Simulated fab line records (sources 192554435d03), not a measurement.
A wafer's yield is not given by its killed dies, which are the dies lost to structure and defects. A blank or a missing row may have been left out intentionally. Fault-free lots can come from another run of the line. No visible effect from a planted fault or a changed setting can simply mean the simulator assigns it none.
fab line records + flow n5_finfet + part 1 of 2: steps 1 to 3 of 6
record
- lots=21
- wafers=63
- last_day=17
route steps=1938 shown FIN_SAQP@136 FIN_CUT@172 STI_FIN_REVEAL@183
lots that met no fault: from a run of the same line without faults
start_h: hours from the record's opening day to when the first of the lot's shown wafers began + wait_h: hours elapsed since this lot's preceding step + " as in the row above + L1.1+2: one row covering several wafers at once + - no value, or no start given + * or withheld: withheld + < > ~ a bound
route shown NAME@n: NAME is a module with steps in the file, n the number in the route of the first one + usual: mean and standard deviation over wafers with no fault + same: alike in all rows + chamber/n: place in a boat + sites: readings site by site + _std_site: the standard deviation of these + _edge_site: inner sites' mean taken away from outer sites' mean + radius_mm: how far each site lies from the wafer's centre + mask NAME#n: copy n + behind: tool/chamber where the wafer was last shaped + hold: why the lot went on hold/how many hours it stayed there/how the hold came to an end + device: the n, p or np transistor that did not switch + end of line: tests of these same wafers at the route's end + a step without rows: its recipe alone + killed: count of dies lost to structure and defects at first sort (not the wafer's yield) + map: a wafer's dies, x killed, . not, _ none there
set.NAME: the setting that was run; set.NAME@STEP: the one run at that earlier step + model.NAME: the simulator's own value behind a step, which no gauge read
route steps across a sampled set of lots; one table per step, one row per wafer
services: from which hour (start_h, from the record's first day; less than 0 if before it) a tool's chamber was out of use, for how many hours, and why
## steps
# step N5_FIN_SAQP_STRIP_70
# recipe
- chemistry=N2/H2
- power_w=500
- temp_c=40
- pressure_mtorr=50
- rf_frequency_hz=6e+07
- overash_fraction=0.3
- bias_power_w=28
- h2_frac=0.5
- n2_flow_sccm=300
- h2_flow_sccm=300
# usual
- bias_power_w=28.00/0.088
- drypump_motor_current_A=5.6/0.39
- oes_product_au=0.79/0.1
- rf_vpp_V=122.0/1
- showerhead_plenum_p_Torr=3.35/0.079
- throttle_valve_pct=18.7/0.45
# same
- overash_fraction=0.3
| lot.wafer | tool        | chamber | start_h | wait_h | bias_power_w | drypump_motor_current_A | oes_product_au | rf_hours_counter_h | rf_vpp_V | showerhead_plenum_p_Torr | throttle_valve_pct |
|-----------|-------------|---------|---------|--------|--------------|-------------------------|----------------|--------------------|----------|--------------------------|--------------------|
| L074.2    | rie_diel-01 | 0       | 26.32   | 0.0    | 27.71        | 5.8                     | 0.76           | 157                | 122.0    | 3.21                     | 18.5               |
| L074.5    | "           | 0       | "       | "      | 27.79        | 5.8                     | 0.77           | -                  | 120.3    | 3.21                     | 18.5               |
| L074.6    | "           | 3       | "       | "      | 28.02        | 5.4                     | 0.75           | -                  | 123.2    | 3.49                     | 18.8               |
| L075.2    | rie_diel-04 | 2       | 31.35   | 0.0    | 28.03        | 5.5                     | 0.95           | 5                  | 121.8    | 3.28                     | 17.9               |
| L075.5    | "           | 2       | "       | "      | 28.19        | 5.5                     | 0.97           | -                  | 123.0    | 3.28                     | 17.9               |
| L075.6    | "           | 3       | "       | "      | 28.12        | 4.9                     | 0.80           | -                  | 123.3    | 3.27                     | 19.0               |
| L076.1    | rie_diel-01 | 3       | 37.65   | 0.0    | 27.87        | 5.3                     | 0.73           | 137                | 122.1    | 3.49                     | 18.8               |
| L076.4    | "           | 2       | "       | "      | 27.84        | 5.9                     | 0.70           | 215                | 120.7    | 3.34                     | 19.0               |
| L076.6    | "           | 1       | "       | "      | 28.04        | 5.8                     | 0.94           | -                  | 122.8    | 3.43                     | 18.0               |
| L077.1    | rie_diel-01 | 3       | 43.17   | 0.0    | 28.05        | 5.3                     | 0.73           | 139                | 122.8    | 3.49                     | 18.8               |
| L077.4    | "           | 0       | "       | "      | 27.99        | 5.8                     | 0.76           | 164                | 120.9    | 3.21                     | 18.5               |
| L077.5    | "           | 3       | "       | "      | 28.00        | 5.3                     | 0.74           | -                  | 123.3    | 3.49                     | 18.8               |
| L078.1    | rie_diel-03 | 1       | 48.51   | 0.0    | 27.88        | 5.1                     | 0.69           | 222                | 122.6    | 3.44                     | 19.4               |
| L078.2    | "           | 3       | "       | "      | 28.03        | 5.4                     | 0.72           | 180                | 121.9    | 3.36                     | 19.2               |
| L078.3    | "           | 0       | "       | "      | 28.00        | 6.4                     | 0.76           | 132                | 121.9    | 3.35                     | 18.5               |
| L079.2    | rie_diel-03 | 3       | 54.83   | 0.0    | 28.01        | 5.4                     | 0.71           | 181                | 121.1    | 3.36                     | 19.2               |
| L079.4    | "           | 1       | "       | "      | 27.98        | 5.1                     | 0.69           | 225                | 122.4    | 3.43                     | 19.4               |
| L079.6    | "           | 2       | "       | "      | 28.03        | 5.7                     | 0.70           | -                  | 123.9    | 3.44                     | 18.6               |
| L080.2    | rie_diel-03 | 3       | 60.22   | 0.0    | 27.95        | 5.4                     | 0.72           | 184                | 120.7    | 3.35                     | 19.2               |
| L080.4    | "           | 1       | "       | "      | 28.10        | 5.1                     | 0.69           | 227                | 122.3    | 3.43                     | 19.4               |
| L080.5    | "           | 1       | "       | "      | 28.04        | 5.1                     | 0.69           | -                  | 123.7    | 3.43                     | 19.4               |
| L082.1    | rie_diel-01 | 2       | 72.34   | 0.0    | 27.80        | 5.9                     | 0.69           | 226                | 122.1    | 3.33                     | 19.1               |
| L082.4    | "           | 1       | "       | "      | 27.90        | 5.7                     | 0.92           | 17                 | 122.5    | 3.42                     | 18.0               |
| L082.5    | "           | 1       | "       | "      | 27.87        | 5.8                     | 0.91           | -                  | 121.7    | 3.42                     | 18.0               |
| L083.1    | rie_diel-01 | 1       | 80.41   | 0.0    | 28.02        | 5.8                     | 0.91           | 21                 | 122.3    | 3.42                     | 18.0               |
| L083.4    | "           | 3       | "       | "      | 28.01        | 5.3                     | 0.73           | 152                | 123.2    | 3.48                     | 18.8               |
| L083.5    | "           | 1       | "       | "      | 27.86        | 5.8                     | 0.91           | -                  | 122.0    | 3.42                     | 18.0               |
| L084.1    | rie_diel-03 | 3       | 85.31   | 0.0    | 28.03        | 5.4                     | 0.71           | 194                | 123.3    | 3.35                     | 19.2               |
| L084.2    | "           | 1       | "       | "      | 28.08        | 5.1                     | 0.69           | 236                | 122.8    | 3.43                     | 19.4               |
| L084.5    | "           | 1       | "       | "      | 27.97        | 5.1                     | 0.69           | -                  | 123.0    | 3.43                     | 19.4               |
| L085.3    | rie_diel-01 | 2       | 97.40   | 0.0    | 27.98        | 6.0                     | 0.69           | 239                | 120.5    | 3.33                     | 19.1               |
| L085.4    | "           | 0       | "       | "      | 28.24        | 5.8                     | 0.75           | 185                | 119.7    | 3.20                     | 18.5               |
| L085.5    | "           | 3       | "       | "      | 27.97        | 5.4                     | 0.72           | -                  | 122.6    | 3.48                     | 18.9               |
| L086.3    | rie_diel-04 | 2       | 99.33   | 0.0    | 28.13        | 5.5                     | 0.91           | -                  | 123.0    | 3.26                     | 18.0               |
| L086.4    | "           | 0       | "       | "      | 27.93        | 6.1                     | 0.74           | -                  | 121.9    | 3.29                     | 18.4               |
| L086.6    | "           | 0       | "       | "      | 28.01        | 6.0                     | 0.74           | -                  | 120.9    | 3.29                     | 18.4               |
| L087.1    | rie_diel-03 | 3       | 104.02  | 0.0    | 28.03        | 5.4                     | 0.69           | 203                | 121.3    | 3.34                     | 19.2               |
| L087.4    | "           | 1       | "       | "      | 27.92        | 5.1                     | 0.68           | 247                | 122.0    | 3.42                     | 19.4               |
| L087.6    | "           | 2       | "       | "      | 28.04        | 5.7                     | 1.00           | -                  | 122.7    | 3.44                     | 18.3               |
| L088.1    | rie_diel-04 | 0       | 109.56  | 0.0    | 27.94        | 6.1                     | 0.73           | 207                | 122.2    | 3.29                     | 18.4               |
| L088.4    | "           | 2       | "       | "      | 28.07        | 5.5                     | 0.89           | -                  | 122.3    | 3.26                     | 18.0               |
| L088.5    | "           | 1       | "       | "      | 28.12        | 5.4                     | 0.99           | -                  | 121.8    | 3.30                     | 19.0               |
| L090.2    | rie_diel-03 | 3       | 121.22  | 0.0    | 28.09        | 5.4                     | 0.69           | 209                | 121.1    | 3.34                     | 19.3               |
| L090.3    | "           | 0       | "       | "      | 28.02        | 6.4                     | 0.75           | 163                | 119.9    | 3.34                     | 18.6               |
| L090.6    | "           | 2       | "       | "      | 27.97        | 5.7                     | 0.99           | -                  | 122.4    | 3.44                     | 18.3               |
| L091.1    | rie_diel-04 | 1       | 129.33  | 0.0    | 27.94        | 5.4                     | 0.95           | 10                 | 121.8    | 3.30                     | 19.1               |
| L091.3    | "           | 0       | "       | "      | 28.02        | 6.1                     | 0.73           | 215                | 121.7    | 3.29                     | 18.4               |
| L091.6    | "           | 2       | "       | "      | 28.06        | 5.5                     | 0.87           | -                  | 121.3    | 3.26                     | 18.0               |
| L093.2    | rie_diel-04 | 1       | 139.35  | 0.0    | 27.92        | 5.4                     | 0.94           | 14                 | 121.6    | 3.30                     | 19.0               |
| L093.3    | "           | 0       | "       | "      | 28.08        | 6.1                     | 0.73           | 218                | 121.8    | 3.28                     | 18.4               |
| L093.5    | "           | 0       | "       | "      | 28.07        | 6.1                     | 0.72           | -                  | 121.3    | 3.28                     | 18.4               |
| L094.1    | rie_diel-03 | 2       | 146.25  | 0.0    | 27.82        | 5.7                     | 0.94           | 19                 | 121.2    | 3.43                     | 18.3               |
| L094.4    | "           | 3       | "       | "      | 27.93        | 5.5                     | 0.69           | 220                | 122.6    | 3.34                     | 19.3               |
| L094.5    | "           | 3       | "       | "      | 27.92        | 5.4                     | 0.69           | -                  | 121.4    | 3.34                     | 19.3               |
| L095.1    | rie_diel-01 | 0       | 151.24  | 0.0    | 27.91        | 5.8                     | 0.72           | 202                | 122.7    | 3.19                     | 18.5               |
| L095.3    | "           | 3       | "       | "      | 28.01        | 5.3                     | 0.70           | 178                | 123.2    | 3.47                     | 18.9               |
| L095.6    | "           | 3       | "       | "      | 27.91        | 5.3                     | 0.70           | -                  | 121.9    | 3.47                     | 18.9               |
| L096.2    | rie_diel-04 | 0       | 157.04  | 0.0    | 28.24        | 6.0                     | 0.72           | 223                | 123.0    | 3.28                     | 18.5               |
| L096.3    | "           | 2       | "       | "      | 28.03        | 5.5                     | 0.87           | 50                 | 122.1    | 3.25                     | 18.0               |
| L096.5    | "           | 2       | "       | "      | 27.81        | 5.5                     | 0.87           | -                  | 123.6    | 3.25                     | 18.0               |
| L097.1    | rie_diel-03 | 0       | 163.60  | 0.0    | 28.12        | 6.4                     | 0.72           | 181                | 122.0    | 3.33                     | 18.6               |
| L097.2    | "           | 3       | "       | "      | 27.95        | 5.4                     | 0.69           | 226                | 120.5    | 3.33                     | 19.3               |
| L097.3    | "           | 1       | "       | "      | 27.92        | 5.1                     | 0.92           | 8                  | 122.6    | 3.42                     | 19.1               |
# step N5_FIN_SAQP_MANDREL2_REMOVE_60
# recipe
- chemistry=HBr/Cl2/O2
- bt_time_s=10
- target=a-Si
- stop_on=SiNx
- endpoint=OES-SiCl
- over_etch_frac=1
- icp_w=600
- bias_w=22
- HBr_flow_sccm=150
- Cl2_flow_sccm=80
- O2_flow_sccm=5
- pressure_mtorr=10
# usual
- drypump_motor_current_A=5.5/0.39
- oes_product_au=1.007/0.019
- throttle_valve_pct=36.6/0.32
| lot.wafer | tool      | chamber | start_h | wait_h | drypump_motor_current_A | oes_product_au | rf_hours_counter_h | throttle_valve_pct |
|-----------|-----------|---------|---------|--------|-------------------------|----------------|--------------------|--------------------|
| L074.2    | rie_si-05 | 0       | 27.36   | 0.1    | 5.8                     | 0.996          | 130                | 35.9               |
| L074.5    | "         | 2       | "       | "      | 5.5                     | 1.019          | -                  | 36.5               |
| L074.6    | "         | 3       | "       | "      | 5.1                     | 1.028          | -                  | 36.6               |
| L075.2    | rie_si-02 | 3       | 31.97   | 0.1    | 5.5                     | 0.976          | 63                 | 37.2               |
| L075.5    | "         | 0       | "       | "      | 5.6                     | 1.002          | -                  | 36.5               |
| L075.6    | "         | 3       | "       | "      | 5.5                     | 0.977          | -                  | 37.2               |
| L076.1    | rie_si-04 | 3       | 38.36   | 0.1    | 5.7                     | 1.017          | 70                 | 36.8               |
| L076.4    | "         | 0       | "       | "      | 5.4                     | 1.043          | 125                | 36.9               |
| L076.6    | "         | 2       | "       | "      | 6.4                     | 0.987          | -                  | 36.4               |
| L077.1    | rie_si-05 | 3       | 43.78   | 0.1    | 5.1                     | 1.033          | 166                | 36.6               |
| L077.4    | "         | 3       | "       | "      | 5.1                     | 1.026          | -                  | 36.7               |
| L077.5    | "         | 1       | "       | "      | 5.1                     | 0.991          | -                  | 36.3               |
| L078.1    | rie_si-04 | 3       | 50.01   | 0.1    | 5.7                     | 0.996          | 71                 | 36.8               |
| L078.2    | "         | 2       | "       | "      | 6.4                     | 0.985          | 51                 | 36.4               |
| L078.3    | "         | 0       | "       | "      | 5.4                     | 1.036          | 126                | 36.9               |
| L079.2    | rie_si-05 | 2       | 55.72   | 0.1    | 5.5                     | 1.027          | 123                | 36.5               |
| L079.4    | "         | 1       | "       | "      | 5.0                     | 0.996          | -                  | 36.4               |
| L079.6    | "         | 2       | "       | "      | 5.5                     | 1.020          | -                  | 36.5               |
| L080.2    | rie_si-04 | 2       | 60.84   | 0.1    | 6.4                     | 0.994          | 51                 | 36.4               |
| L080.4    | "         | 0       | "       | "      | 5.4                     | 1.037          | 126                | 36.9               |
| L080.5    | "         | 0       | "       | "      | 5.4                     | 1.046          | -                  | 36.9               |
| L082.1    | rie_si-02 | 2       | 73.13   | 0.1    | 5.4                     | 0.994          | 1                  | 36.6               |
| L082.4    | "         | 3       | "       | "      | 5.4                     | 0.972          | 64                 | 37.2               |
| L082.5    | "         | 2       | "       | "      | 5.4                     | 0.990          | -                  | 36.6               |
| L083.1    | rie_si-02 | 2       | 81.08   | 0.1    | 5.4                     | 0.973          | 1                  | 36.6               |
| L083.4    | "         | 3       | "       | "      | 5.5                     | 0.985          | 64                 | 37.2               |
| L083.5    | "         | 1       | "       | "      | 5.5                     | 1.022          | -                  | 37.0               |
| L084.1    | rie_si-04 | 3       | 85.96   | 0.1    | 5.7                     | 1.001          | 71                 | 36.8               |
| L084.2    | "         | 0       | "       | "      | 5.4                     | 1.030          | 127                | 36.9               |
| L084.5    | "         | 1       | "       | "      | 5.0                     | 1.012          | -                  | 37.0               |
| L085.3    | rie_si-04 | 0       | 98.35   | 0.1    | 5.4                     | 1.051          | 127                | 36.9               |
| L085.4    | "         | 1       | "       | "      | 5.0                     | 1.025          | 35                 | 37.0               |
| L085.5    | "         | 2       | "       | "      | 6.4                     | 0.985          | -                  | 36.4               |
| L086.3    | rie_si-04 | 0       | 100.55  | 0.1    | 5.4                     | 1.038          | 127                | 36.9               |
| L086.4    | "         | 1       | "       | "      | 5.1                     | 1.013          | 35                 | 37.0               |
| L086.6    | "         | 1       | "       | "      | 5.1                     | 1.010          | -                  | 37.0               |
| L087.1    | rie_si-05 | 1       | 104.86  | 0.1    | 5.1                     | 1.000          | 110                | 36.3               |
| L087.4    | "         | 3       | "       | "      | 5.1                     | 1.027          | 167                | 36.6               |
| L087.6    | "         | 1       | "       | "      | 5.1                     | 1.014          | -                  | 36.4               |
| L088.1    | rie_si-02 | 3       | 110.18  | 0.1    | 5.4                     | 0.980          | 64                 | 37.2               |
| L088.4    | "         | 2       | "       | "      | 5.3                     | 0.993          | 2                  | 36.6               |
| L088.5    | "         | 1       | "       | "      | 5.5                     | 1.021          | -                  | 37.0               |
| L090.2    | rie_si-04 | 0       | 121.88  | 0.1    | 5.4                     | 1.053          | 127                | 36.9               |
| L090.3    | "         | 2       | "       | "      | 6.4                     | 1.004          | 52                 | 36.4               |
| L090.6    | "         | 2       | "       | "      | 6.4                     | 0.997          | -                  | 36.4               |
| L091.1    | rie_si-04 | 2       | 129.95  | 0.1    | 6.4                     | 0.995          | 52                 | 36.4               |
| L091.3    | "         | 1       | "       | "      | 5.0                     | 1.023          | 36                 | 37.0               |
| L091.6    | "         | 3       | "       | "      | 5.7                     | 0.998          | -                  | 36.8               |
| L093.2    | rie_si-02 | 3       | 141.89  | 0.1    | 5.4                     | 0.975          | 65                 | 37.2               |
| L093.3    | "         | 1       | "       | "      | 5.5                     | 1.017          | 105                | 37.0               |
| L093.5    | "         | 1       | "       | "      | 5.5                     | 1.010          | -                  | 37.0               |
| L094.1    | rie_si-05 | 0       | 147.41  | 0.1    | 5.8                     | 1.022          | 132                | 35.9               |
| L094.4    | "         | 2       | "       | "      | 5.6                     | 1.024          | 125                | 36.5               |
| L094.5    | "         | 0       | "       | "      | 5.8                     | 1.013          | -                  | 35.9               |
| L095.1    | rie_si-05 | 0       | 151.86  | 0.1    | 5.8                     | 1.000          | 132                | 35.9               |
| L095.3    | "         | 2       | "       | "      | 5.6                     | 1.020          | 125                | 36.5               |
| L095.6    | "         | 2       | "       | "      | 5.6                     | 1.018          | -                  | 36.5               |
| L096.2    | rie_si-04 | 3       | 157.74  | 0.1    | 5.7                     | 1.002          | 73                 | 36.8               |
| L096.3    | "         | 1       | "       | "      | 5.0                     | 1.007          | 36                 | 37.0               |
| L096.5    | "         | 1       | "       | "      | 5.1                     | 1.014          | -                  | 37.0               |
| L097.1    | rie_si-02 | 2       | 164.21  | 0.1    | 5.4                     | 0.982          | 3                  | 36.6               |
| L097.2    | "         | 0       | "       | "      | 5.6                     | 0.993          | 6                  | 36.5               |
| L097.3    | "         | 3       | "       | "      | 5.4                     | 0.963          | 65                 | 37.2               |
# step N5_FIN_CUT_STRIP_24
# recipe
- chemistry=CF4
- resist=SiARC
- power_w=300
- bias_power_w=75
- pressure_mtorr=50
- cf4_flow_sccm=150
- rf_frequency_hz=6e+07
# usual
- bias_power_w=75.03/0.24
- drypump_motor_current_A=5.8/0.37
- oes_product_au=0.80/0.08
- rf_vpp_V=270.9/1.7
- showerhead_plenum_p_Torr=1.79/0.07
- throttle_valve_pct=13.51/0.23
| lot.wafer | tool        | chamber | start_h | wait_h | bias_power_w | drypump_motor_current_A | oes_product_au | rf_hours_counter_h | rf_vpp_V | showerhead_plenum_p_Torr | throttle_valve_pct |
|-----------|-------------|---------|---------|--------|--------------|-------------------------|----------------|--------------------|----------|--------------------------|--------------------|
| L074.2    | rie_diel-06 | 3       | 29.03   | 0.0    | 75.15        | 6.5                     | 0.70           | 227                | 269.4    | 1.77                     | 13.40              |
| L074.5    | "           | 1       | "       | "      | 74.59        | 5.8                     | 0.75           | -                  | 268.5    | 1.73                     | 13.81              |
| L074.6    | "           | 2       | "       | "      | 74.81        | 5.6                     | 0.78           | -                  | 274.2    | 1.89                     | 13.36              |
| L075.2    | rie_diel-02 | 2       | 33.63   | 0.0    | 75.09        | 5.7                     | 0.91           | 20                 | 272.3    | 1.90                     | 13.46              |
| L075.5    | "           | 1       | "       | "      | 75.12        | 6.0                     | 0.72           | -                  | 269.2    | 1.73                     | 13.60              |
| L075.6    | "           | 0       | "       | "      | 75.06        | 5.3                     | 0.79           | -                  | 270.2    | 1.83                     | 13.59              |
| L076.1    | rie_diel-02 | 3       | 40.29   | 0.0    | 74.91        | 6.2                     | 0.88           | 34                 | 270.6    | 1.76                     | 13.25              |
| L076.4    | "           | 1       | "       | "      | 74.97        | 6.0                     | 0.72           | 153                | 268.8    | 1.73                     | 13.59              |
| L076.6    | "           | 2       | "       | "      | 75.06        | 5.7                     | 0.91           | -                  | 272.1    | 1.90                     | 13.46              |
| L077.1    | rie_diel-02 | 2       | 45.44   | 0.0    | 75.16        | 5.6                     | 0.90           | 22                 | 272.6    | 1.90                     | 13.47              |
| L077.4    | "           | 3       | "       | "      | 74.85        | 6.2                     | 0.87           | 35                 | 270.5    | 1.76                     | 13.24              |
| L077.5    | "           | 3       | "       | "      | 74.89        | 6.2                     | 0.88           | -                  | 270.6    | 1.76                     | 13.27              |
| L078.1    | rie_diel-02 | 2       | 51.73   | 0.0    | 74.76        | 5.7                     | 0.90           | 24                 | 273.5    | 1.90                     | 13.48              |
| L078.2    | "           | 0       | "       | "      | 75.31        | 5.3                     | 0.78           | 113                | 271.5    | 1.82                     | 13.60              |
| L078.3    | "           | 1       | "       | "      | 74.91        | 6.0                     | 0.72           | 157                | 269.2    | 1.73                     | 13.58              |
| L079.2    | rie_diel-06 | 3       | 57.50   | 0.0    | 75.08        | 6.4                     | 0.70           | 236                | 271.0    | 1.76                     | 13.42              |
| L079.4    | "           | 1       | "       | "      | 74.83        | 5.7                     | 0.74           | 177                | 268.4    | 1.72                     | 13.82              |
| L079.6    | "           | 1       | "       | "      | 75.08        | 5.8                     | 0.74           | -                  | 269.2    | 1.72                     | 13.82              |
| L080.2    | rie_diel-06 | 2       | 62.39   | 0.0    | 74.80        | 5.6                     | 0.77           | 116                | 274.7    | 1.89                     | 13.41              |
| L080.4    | "           | 0       | "       | "      | 74.91        | 6.3                     | 0.96           | 9                  | 270.9    | 1.82                     | 13.36              |
| L080.5    | "           | 3       | "       | "      | 75.06        | 6.4                     | 0.69           | -                  | 270.5    | 1.76                     | 13.46              |
| L082.1    | rie_diel-02 | 0       | 74.77   | 0.0    | 75.20        | 5.3                     | 0.78           | 120                | 270.6    | 1.82                     | 13.60              |
| L082.4    | "           | 1       | "       | "      | 74.98        | 6.0                     | 0.72           | 165                | 267.7    | 1.73                     | 13.61              |
| L082.5    | "           | 2       | "       | "      | 75.46        | 5.6                     | 0.89           | -                  | 274.7    | 1.90                     | 13.48              |
| L083.1    | rie_diel-02 | 3       | 83.23   | 0.0    | 74.83        | 6.2                     | 0.86           | 47                 | 271.9    | 1.76                     | 13.29              |
| L083.4    | "           | 1       | "       | "      | 75.30        | 6.0                     | 0.71           | 168                | 268.2    | 1.73                     | 13.61              |
| L083.5    | "           | 3       | "       | "      | 75.00        | 6.2                     | 0.86           | -                  | 270.0    | 1.76                     | 13.27              |
| L084.1    | rie_diel-02 | 1       | 87.55   | 0.0    | 74.94        | 6.0                     | 0.71           | 170                | 268.3    | 1.73                     | 13.62              |
| L084.2    | "           | 0       | "       | "      | 74.86        | 5.2                     | 0.77           | 125                | 271.0    | 1.82                     | 13.65              |
| L084.5    | "           | 0       | "       | "      | 74.88        | 5.2                     | 0.76           | -                  | 271.3    | 1.82                     | 13.62              |
| L085.3    | rie_diel-06 | 3       | 100.00  | 0.0    | 74.99        | 6.4                     | 0.68           | 249                | 270.9    | 1.76                     | 13.46              |
| L085.4    | "           | 1       | "       | "      | 74.91        | 5.8                     | 0.73           | 190                | 270.3    | 1.72                     | 13.85              |
| L085.5    | "           | 3       | "       | "      | 74.98        | 6.4                     | 0.68           | -                  | 269.5    | 1.76                     | 13.46              |
| L086.3    | rie_diel-05 | 2       | 102.23  | 0.0    | 75.60        | 6.0                     | 0.78           | 112                | 267.5    | 1.65                     | 13.22              |
| L086.4    | "           | 3       | "       | "      | 75.06        | 5.9                     | 0.79           | 127                | 272.2    | 1.88                     | 13.89              |
| L086.6    | "           | 2       | "       | "      | 74.90        | 6.0                     | 0.78           | -                  | 269.2    | 1.65                     | 13.22              |
| L087.1    | rie_diel-02 | 2       | 106.92  | 0.0    | 74.93        | 5.7                     | 0.87           | 43                 | 273.3    | 1.90                     | 13.52              |
| L087.4    | "           | 0       | "       | "      | 74.85        | 5.2                     | 0.76           | 132                | 271.1    | 1.82                     | 13.66              |
| L087.6    | "           | 2       | "       | "      | 74.96        | 5.7                     | 0.87           | -                  | 273.3    | 1.90                     | 13.51              |
| L088.1    | rie_diel-02 | 2       | 111.90  | 0.0    | 75.14        | 5.7                     | 0.86           | 44                 | 272.5    | 1.90                     | 13.53              |
| L088.4    | "           | 3       | "       | "      | 75.07        | 6.2                     | 0.84           | 55                 | 270.8    | 1.76                     | 13.30              |
| L088.5    | "           | 0       | "       | "      | 75.27        | 5.2                     | 0.76           | -                  | 272.3    | 1.82                     | 13.65              |
| L090.2    | rie_diel-05 | 1       | 123.52  | 0.0    | 74.83        | 5.5                     | 0.70           | 189                | 271.5    | 1.71                     | 13.95              |
| L090.3    | "           | 0       | "       | "      | 75.31        | 5.4                     | 0.88           | 41                 | 273.6    | 1.77                     | 13.17              |
| L090.6    | "           | 2       | "       | "      | 75.00        | 6.0                     | 0.77           | -                  | 270.0    | 1.65                     | 13.23              |
| L091.1    | rie_diel-02 | 0       | 131.92  | 0.0    | 75.18        | 5.2                     | 0.75           | 138                | 271.0    | 1.82                     | 13.67              |
| L091.3    | "           | 2       | "       | "      | 74.67        | 5.7                     | 0.86           | 49                 | 272.9    | 1.89                     | 13.55              |
| L091.6    | "           | 1       | "       | "      | 75.06        | 6.0                     | 0.70           | -                  | 269.3    | 1.72                     | 13.64              |
| L093.2    | rie_diel-06 | 1       | 144.53  | 0.0    | 75.11        | 5.7                     | 0.72           | 206                | 269.2    | 1.71                     | 13.89              |
| L093.3    | "           | 3       | "       | "      | 75.38        | 6.5                     | 0.98           | 1                  | 271.5    | 1.76                     | 12.90              |
| L093.5    | "           | 2       | "       | "      | 74.92        | 5.6                     | 0.75           | -                  | 272.1    | 1.88                     | 13.44              |
| L094.1    | rie_diel-05 | 3       | 148.94  | 0.0    | 74.65        | 6.0                     | 0.77           | 142                | 272.8    | 1.88                     | 13.92              |
| L094.4    | "           | 1       | "       | "      | 74.94        | 5.5                     | 0.70           | 196                | 269.4    | 1.70                     | 13.95              |
| L094.5    | "           | 0       | "       | "      | 74.97        | 5.5                     | 0.87           | -                  | 268.4    | 1.76                     | 13.19              |
| L095.1    | rie_diel-06 | 2       | 153.40  | 0.0    | 75.41        | 5.6                     | 0.75           | 143                | 272.0    | 1.88                     | 13.46              |
| L095.3    | "           | 1       | "       | "      | 75.58        | 5.7                     | 0.71           | 208                | 270.1    | 1.71                     | 13.91              |
| L095.6    | "           | 3       | "       | "      | 75.12        | 6.4                     | 0.96           | -                  | 272.3    | 1.76                     | 12.91              |
| L096.2    | rie_diel-05 | 3       | 159.35  | 0.0    | 75.50        | 5.9                     | 0.77           | 144                | 273.3    | 1.88                     | 13.93              |
| L096.3    | "           | 2       | "       | "      | 74.96        | 6.0                     | 0.76           | 129                | 269.3    | 1.65                     | 13.24              |
| L096.5    | "           | 0       | "       | "      | 75.17        | 5.5                     | 0.87           | -                  | 270.4    | 1.76                     | 13.19              |
| L097.1    | rie_diel-02 | 0       | 165.88  | 0.0    | 75.19        | 5.2                     | 0.75           | 149                | 269.8    | 1.81                     | 13.67              |
| L097.2    | "           | 1       | "       | "      | 75.22        | 6.0                     | 0.69           | 193                | 269.4    | 1.72                     | 13.68              |
| L097.3    | "           | 3       | "       | "      | 74.73        | 6.2                     | 0.83           | 70                 | 270.2    | 1.75                     | 13.33              |
